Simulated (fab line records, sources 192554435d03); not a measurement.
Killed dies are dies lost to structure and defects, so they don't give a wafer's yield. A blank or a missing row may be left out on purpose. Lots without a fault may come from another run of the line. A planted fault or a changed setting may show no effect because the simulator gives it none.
fab line records | flow n5_finfet
record lots=11 wafers=33 last_day=17
route steps=1938 shown BEOL_M9@1463 BEOL_M10@1470
lots that met no fault: from a run of the same line without faults
start_h: hours from the record's first day to the start of the lot's first wafer shown | wait_h: hours since the lot's step before | " the same as in the row above | L1.1+2: a row that stands for several wafers | - no value, or no start given | * or withheld: withheld | < > ~ a bound
route shown NAME@n: a module of which the file shows steps, and the number in the route of the first | usual: mean/standard deviation of fault-free wafers | same: alike in all rows | chamber/n: place in a boat | sites: the reading at each site | _std_site: their standard deviation | _edge_site: outer sites' mean less inner sites' | radius_mm: how far each site lies from the wafer's centre | mask NAME#n: copy n | behind: the tool/chamber that last shaped the wafer | hold: why the lot was held/for how many hours/how that ended | device: the transistor (n, p or np) that didn't switch | end of line: the same wafers' tests at the end of the route | a step without rows: its recipe alone | killed: dies lost to structure and defects at the first sort, not the wafer's yield | map: a wafer's dies, x killed, . not, _ none there
set.NAME: the setting as run; set.NAME@STEP: as run at that earlier step | model.NAME: the simulator's own value behind a step, which no gauge read
steps of the route over a sample of lots; a table a step, a row a wafer
services: from which hour (start_h, from the record's first day; less than 0 if before it) a tool's chamber was out of use, for how many hours, and why
## steps
# step N5_BEOL_M9_ANNEAL_51
# recipe temp_c=225 time_s=90 ambient=N2
# usual wafer_temp_C_max=225.92/0.21
# columns lot.wafer tool chamber start_h wait_h wafer_temp_C_max
L358.1 rtp_anneal-02 0 218.25 0.1 225.84
L358.4 " 0 " " 225.80
L358.6 " 0 " " 225.66
L361.1 rtp_anneal-01 0 224.03 0.1 226.38
L361.3 " 0 " " 225.84
L361.6 " 0 " " 225.82
L360.2 rtp_anneal-02 0 226.11 0.3 226.01
L360.5 " 0 " " 225.74
L360.6 " 0 " " 226.09
L362.1 rtp_anneal-02 0 241.37 0.1 225.52
L362.2 " 0 " " 225.48
L362.4 " 0 " " 225.74
L371.2 rtp_anneal-01 0 293.15 0.3 226.08
L371.3 " 0 " " 226.33
L371.5 " 0 " " 226.33
L373.2 rtp_anneal-02 0 327.61 0.4 225.71
L373.3 " 0 " " 225.54
L373.5 " 0 " " 225.59
L375.1 rtp_anneal-01 0 328.13 0.4 225.79
L375.2 " 0 " " 225.94
L375.5 " 0 " " 225.87
L376.1 rtp_anneal-02 0 341.34 0.6 226.00
L376.3 " 0 " " 225.66
L376.5 " 0 " " 226.00
L378.2 rtp_anneal-02 0 353.79 0.1 225.66
L378.3 " 0 " " 225.86
L378.4 " 0 " " 226.07
L380.1 rtp_anneal-02 0 354.02 0.2 225.92
L380.2 " 0 " " 226.00
L380.4 " 0 " " 225.66
L379.2 rtp_anneal-02 0 359.69 0.1 225.78
L379.4 " 0 " " 225.55
L379.6 " 0 " " 226.09
# step N5_BEOL_M10_ILD_DEP_00
# recipe material=SiCOH_lowk target_thk_a=3085.1 temp_c=300 precursor=DEMS/porogen pressure_torr=5 rf_w=500 time_s=58
# usual heater_power_w=301/73 showerhead_plenum_p_Torr=5.735/0.013 throttle_valve_pct=13.7/0.79
# columns lot.wafer tool chamber start_h wait_h heater_power_w showerhead_plenum_p_Torr throttle_valve_pct
L358.1 pecvd-01 1 219.05 0.0 346 5.720 14.3
L358.4 " 2 " " 214 5.746 12.3
L358.6 " 0 " " 175 5.734 14.5
L361.1 pecvd-01 1 224.87 0.0 340 5.715 14.1
L361.3 " 2 " " 269 5.749 12.7
L361.6 " 1 " " 346 5.714 14.2
L360.2 pecvd-04 1 226.85 0.0 298 5.714 13.8
L360.5 " 1 " " 312 5.729 13.4
L360.6 " 0 " " 256 5.743 13.9
L362.1 pecvd-04 2 242.16 0.0 355 5.740 12.3
L362.2 " 0 " " 286 5.723 14.3
L362.4 " 0 " " 283 5.736 14.0
L371.2 pecvd-04 1 293.89 0.0 320 5.735 13.8
L371.3 " 0 " " 280 5.719 14.2
L371.5 " 0 " " 287 5.718 13.9
L373.2 pecvd-02 2 328.36 0.0 467 5.727 13.9
L373.3 " 0 " " 304 5.707 14.6
L373.5 " 0 " " 328 5.717 14.9
L375.1 pecvd-04 0 328.92 0.0 285 5.741 13.9
L375.2 " 1 " " 337 5.726 13.8
L375.5 " 0 " " 280 5.727 14.2
L376.1 pecvd-02 2 342.13 0.0 382 5.726 13.9
L376.3 " 1 " " 261 5.764 14.7
L376.5 " 1 " " 273 5.765 14.7
L378.2 pecvd-04 1 354.54 0.0 329 5.724 13.7
L378.3 " 2 " " 351 5.731 12.4
L378.4 " 1 " " 334 5.725 14.1
L380.1 pecvd-01 0 354.93 0.0 202 5.732 14.5
L380.2 " 1 " " 341 5.744 14.5
L380.4 " 1 " " 353 5.739 14.2
L379.2 pecvd-02 0 360.44 0.0 342 5.724 14.6
L379.4 " 0 " " 351 5.713 14.4
L379.6 " 1 " " 221 5.761 14.7
# step N5_BEOL_M10_CURE_71
# recipe temp_c=385 time_s=240 ambient=He/Ar material=SiCOH_lowk
# usual lamp_power_pct=52.32/0.056 wafer_temp_C_max=386.4/0.37
# columns lot.wafer tool chamber start_h wait_h lamp_power_pct wafer_temp_C_max
L358.1 uv_cure-02 0 219.13 0.0 52.32 385.9
L358.4 " 0 " " 52.35 386.4
L358.6 " 0 " " 52.34 386.1
L361.1 uv_cure-01 1 224.98 0.1 52.23 386.3
L361.3 " 1 " " 52.30 386.0
L361.6 " 1 " " 52.35 386.4
L360.2 uv_cure-02 2 227.04 0.2 52.32 386.0
L360.5 " 2 " " 52.39 386.1
L360.6 " 2 " " 52.35 386.5
L362.1 uv_cure-01 2 242.24 0.0 52.38 387.2
L362.2 " 2 " " 52.30 387.3
L362.4 " 2 " " 52.34 387.0
L371.2 uv_cure-03 1 294.05 0.1 52.18 386.3
L371.3 " 1 " " 52.25 386.5
L371.5 " 1 " " 52.37 386.5
L373.2 uv_cure-01 2 328.52 0.1 52.41 386.5
L373.3 " 2 " " 52.30 386.9
L373.5 " 2 " " 52.39 386.6
L375.1 uv_cure-03 0 329.00 0.0 52.39 386.9
L375.2 " 0 " " 52.31 386.2
L375.5 " 0 " " 52.32 386.4
L376.1 uv_cure-03 0 342.21 0.0 52.36 386.5
L376.3 " 0 " " 52.28 386.5
L376.5 " 0 " " 52.35 386.3
L378.2 uv_cure-03 0 354.69 0.1 52.33 386.6
L378.3 " 0 " " 52.41 387.0
L378.4 " 0 " " 52.35 386.8
L380.1 uv_cure-03 1 355.09 0.1 52.33 386.8
L380.2 " 1 " " 52.44 386.6
L380.4 " 1 " " 52.28 386.6
L379.2 uv_cure-03 1 360.59 0.1 52.38 386.2
L379.4 " 1 " " 52.32 386.0
L379.6 " 1 " " 52.28 386.3
# step N5_BEOL_M10_COAT_59
# recipe resist=SOC temp_c=250 time_s=60 spin_rpm=1500 resist_thk_nm=100
# usual heater_power_total_W=500.4/1.7 plate_temp_C=250.01/0.16 spin_speed_rpm=1500.3/1
# columns lot.wafer tool chamber start_h wait_h heater_power_total_W plate_temp_C spin_speed_rpm
L358.1 litho_track-05 0 220.78 0.1 499.7 250.46 1501.7
L358.4 " 0 " " 502.6 250.08 1500.7
L358.6 " 0 " " 501.0 250.20 1500.4
L361.1 litho_track-05 0 226.03 0.1 492.0 246.05 1499.5
L361.3 " 0 " " 490.6 245.92 1499.8
L361.6 " 0 " " 490.4 246.16 1500.8
L360.2 litho_track-01 0 229.84 0.1 502.6 249.92 1499.9
L360.5 " 0 " " 503.1 249.74 1500.1
L360.6 " 0 " " 497.9 249.99 1498.8
L362.1 litho_track-05 0 244.31 0.1 491.5 246.24 1499.7
L362.2 " 0 " " 492.9 246.02 1501.7
L362.4 " 0 " " 489.7 246.01 1501.7
L371.2 litho_track-03 0 296.05 0.1 502.0 249.96 1499.8
L371.3 " 0 " " 500.5 249.99 1499.5
L371.5 " 0 " " 499.4 249.87 1499.3
L373.2 litho_track-05 0 330.46 0.1 498.4 250.03 1500.4
L373.3 " 0 " " 500.2 250.07 1501.1
L373.5 " 0 " " 501.2 249.99 1501.1
L375.1 litho_track-05 0 330.58 0.1 502.6 249.97 1498.9
L375.2 " 0 " " 499.1 250.22 1497.8
L375.5 " 0 " " 503.1 250.06 1501.7
L376.1 litho_track-01 0 344.24 0.1 497.7 249.95 1501.2
L376.3 " 0 " " 501.6 250.10 1500.0
L376.5 " 0 " " 502.2 250.08 1500.2
L378.2 litho_track-01 0 357.82 0.1 497.3 249.85 1500.6
L378.3 " 0 " " 502.9 249.88 1499.5
L378.4 " 0 " " 497.5 250.03 1499.5
L380.1 litho_track-03 0 357.93 0.1 498.1 249.65 1502.4
L380.2 " 0 " " 497.7 249.82 1499.4
L380.4 " 0 " " 499.9 249.90 1500.6
L379.2 litho_track-01 0 361.25 0.1 502.0 250.42 1502.7
L379.4 " 0 " " 500.8 250.27 1500.5
L379.6 " 0 " " 500.1 250.24 1501.4
## services
# columns tool chamber start_h hours kind
pecvd-04 2 202.38 - clean
pecvd-04 2 202.38 - consumable_replace:showerhead
pecvd-04 2 202.38 29.0 scheduled_down
pecvd-04 2 202.38 29.0 vent_cycle
uv_cure-03 - 210.00 1.0 pm
pecvd-04 - 217.65 0.6 repair
pecvd-01 0 220.69 5.0 repair
pecvd-02 - 229.09 14.6 pm
uv_cure-01 - 234.39 7.2 repair
pecvd-02 2 248.58 19.8 repair
uv_cure-02 - 279.89 2.1 pm
uv_cure-03 - 282.59 7.5 pm
uv_cure-01 - 284.79 7.5 pm
uv_cure-01 - 295.19 9.9 repair
pecvd-04 0 295.90 4.6 repair
rtp_anneal-02 - 308.81 2.9 pm
uv_cure-03 - 318.44 1.2 repair
litho_track-05 - 336.33 - consumable_replace:filter
uv_cure-02 - 342.75 22.2 pm
## key
first_sign step=N5_BEOL_M10_COAT_59 reading=plate_temp_C direction=down sigmas=24 usual=* struck=*
effect step=N5_BEOL_M10_COAT_59 reading=heater_power_total_W direction=down sigmas=5.3 usual=* struck=*
met_at N5_BEOL_M10_COAT_59
struck_lots L361,L362
not_acting_at N5_BEOL_M9_ANNEAL_51,N5_BEOL_M10_ILD_DEP_00,N5_BEOL_M10_CURE_71
onset_between 220.78 226.03
fault kind=process_parameter_drift tool=litho_track-05 chamber=- onset_h=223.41 steps=N5_BEOL_M10_COAT_59 channel=temp_c offset=* shape=step end_h=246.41 acts_in=* stated=*
